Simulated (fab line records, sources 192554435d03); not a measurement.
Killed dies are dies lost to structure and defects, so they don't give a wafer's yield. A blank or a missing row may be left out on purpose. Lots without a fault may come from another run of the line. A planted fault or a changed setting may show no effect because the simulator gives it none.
Chamber matching | flow n5_finfet | N5_SPACER0_ALD_08 on ald_sin-02: 4 sister chambers
The step deposits SiNx, target thk 2 nm. 22 wafers are shown with their chamber, then 11 later ones without.

WAFERS WITH THEIR CHAMBER
wafer  | chamber | heater_power_w (W)
L074.2 | 1       | 839
L074.3 | 2       | 806
L074.5 | 3       | 933
L077.4 | 0       | 848
L077.5 | 1       | 825
L077.6 | 0       | 834
L078.1 | 0       | 852
L078.2 | 2       | 805
L078.6 | 3       | 955
L086.2 | 2       | 818
L086.4 | 0       | 841
L086.6 | 3       | 1019
L087.2 | 3       | 985
L087.5 | 3       | 985
L087.6 | 2       | 813
L088.1 | 3       | 1007
L088.2 | 0       | 818
L088.4 | 1       | 753
L091.2 | 3       | 992
L091.4 | 1       | 745
L091.6 | 3       | 990
L093.1 | 3       | 1011

SIGNATURES (means of the wafers above)
reading        | chamber 0 | chamber 1 | chamber 2 | chamber 3 | scatter within a chamber
heater_power_w | 838.60    | 790.50    | 810.50    | 986.33    | 27.7
Rule: a wafer's distance from a chamber is the root of the sum, over the readings, of the square of ((its reading less the chamber's mean) divided by the reading's scatter). The wafer belongs to the nearest chamber; if the next one is less than 2 further off, it can't be placed. The scatter: the root of (the sum of the squares of (reading less its chamber's mean) over the shown wafers, divided by (wafers less chambers)).

WAFERS WITHOUT THEIR CHAMBER
wafer  | heater_power_w (W)
L093.2 | 805
L093.5 | 987
L095.1 | 801
L095.4 | 995
L095.5 | 823
L096.1 | 813
L096.4 | 771
L096.6 | 751
L097.1 | 829
L097.4 | 1008
L097.6 | 994

WHICH CHAMBER EACH WENT THROUGH
wafer  | from the rows above          | in truth
L093.2 | can't be placed: 2 or 1 or 0 | 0
L093.5 | 3                            | 3
L095.1 | can't be placed: 2 or 1 or 0 | 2
L095.4 | 3                            | 3
L095.5 | can't be placed: 2 or 0 or 1 | 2
L096.1 | can't be placed: 2 or 1 or 0 | 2
L096.4 | can't be placed: 1 or 2 or 0 | 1
L096.6 | can't be placed: 1 or 2 or 0 | 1
L097.1 | can't be placed: 0 or 2 or 1 | 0
L097.4 | 3                            | 3
L097.6 | 3                            | 3
Placed correctly: 4 of 11. Can't be placed from these rows: 7 (the true chamber is among the candidates in 7). Placed wrongly: 0.
